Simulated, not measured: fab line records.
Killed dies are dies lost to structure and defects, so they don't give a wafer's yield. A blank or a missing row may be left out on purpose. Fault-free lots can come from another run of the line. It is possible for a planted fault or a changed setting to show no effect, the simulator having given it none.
Chamber matching | flow nand-harc | pecvd-04 running NHARC_A_BONDPAD_DEP_00: 3 sister chambers
The step deposits SiCN, target thk 250 nm. 6 wafers are shown with their chamber, then 10 later ones without.

## EACH WAFER AND ITS CHAMBER
wafer  | chamber | heater-power-w (W) | rf-fwd-power-W (W)
L804.2 | 1       | 588                | 448.6
L805.2 | 1       | 611                | 447.5
L811.3 | 2       | 797                | 447.6
L811.6 | 0       | 531                | 452.7
L812.1 | 2       | 728                | 448.2
L812.4 | 0       | 500                | 449.4

## WAFERS WITHOUT THEIR CHAMBER
wafer  | heater-power-w (W) | rf-fwd-power-W (W)
L812.6 | 547                | 448.4
L814.2 | 796                | 448.4
L814.3 | 485                | 449.0
L814.4 | 505                | 450.7
L817.1 | 701                | 449.4
L817.4 | 522                | 448.1
L817.5 | 729                | 449.2
L816.2 | 537                | 449.5
L816.4 | 527                | 451.7
L816.5 | 528                | 448.4

## EACH ONE'S CHAMBER
wafer  | from the rows above     | in truth
L812.6 | can't be placed: 1 or 0 | 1
L814.2 | 2                       | 2
L814.3 | can't be placed: 0 or 1 | 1
L814.4 | 0                       | 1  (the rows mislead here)
L817.1 | can't be placed: 2 or 1 | 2
L817.4 | can't be placed: 0 or 1 | 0
L817.5 | 2                       | 2
L816.2 | can't be placed: 0 or 1 | 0
L816.4 | 0                       | 0
L816.5 | can't be placed: 0 or 1 | 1
Correctly placed: 3 of 10. Not placeable from these rows: 6 (in 6, the candidates include the true chamber). Number placed wrongly: 1.
How it was worked out, from the rows above alone: a wafer's distance from a chamber is the root of the sum, over the readings, of the square of ((its reading less the chamber's mean) divided by the reading's scatter). If the next closest chamber is less than 2 further off than the closest, the wafer can't be placed; otherwise it belongs to the closest. A chamber's mean is the mean of its shown wafers. How the scatter is found: for the shown wafers, subtract from each reading the mean of its chamber, square and add these, divide the total by (wafers less chambers), then take the root.
